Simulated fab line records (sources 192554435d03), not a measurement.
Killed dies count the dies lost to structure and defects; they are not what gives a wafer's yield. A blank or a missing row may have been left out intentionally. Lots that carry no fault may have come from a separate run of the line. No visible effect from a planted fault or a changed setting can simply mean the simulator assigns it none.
Chamber matching ; flow n5Finfet ; cvdCo-01 running N5_BEOL_M1_CO_CAP_55: 3 sister chambers
The step material Co, precursor CCTBA/H2, target thk 2 nm, time 102.1 s. 3 wafers are shown with their chamber, then 7 later ones without.

EACH WAFER AND ITS CHAMBER
wafer;chamber;heaterPowerW (W)
L085.5;0;217
L093.1;2;226
L093.2;1;191

WAFERS MISSING THEIR CHAMBER
wafer;heaterPowerW (W)
L093.4;230
L097.2;217
L097.3;232
L097.5;228
L096.1;229
L096.2;223
L096.4;233

WHICH CHAMBER EACH WENT THROUGH
wafer;from the rows above;in truth
L093.4;2;2
L097.2;0;0
L097.3;2;2
L097.5;2;2
L096.1;2;2
L096.2;can't be placed: 2 or 0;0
L096.4;2;2
Placed correctly: 6 of 7. Unplaceable from these rows: 1, with the true chamber sitting among the candidates in 1. Number placed wrongly: 0.
How it was worked out, from the rows above alone: a wafer's distance from a chamber is the root of the sum, over the readings, of the square of ((its reading less the chamber's mean) divided by the reading's scatter). If the next closest chamber is less than 2 further off than the closest, the wafer can't be placed; otherwise it belongs to the closest. The mean given for a chamber averages the wafers shown for that chamber. The scatter: with one shown wafer a chamber, the root of the mean of the squares of how far each hidden wafer lies from its nearest shown one.
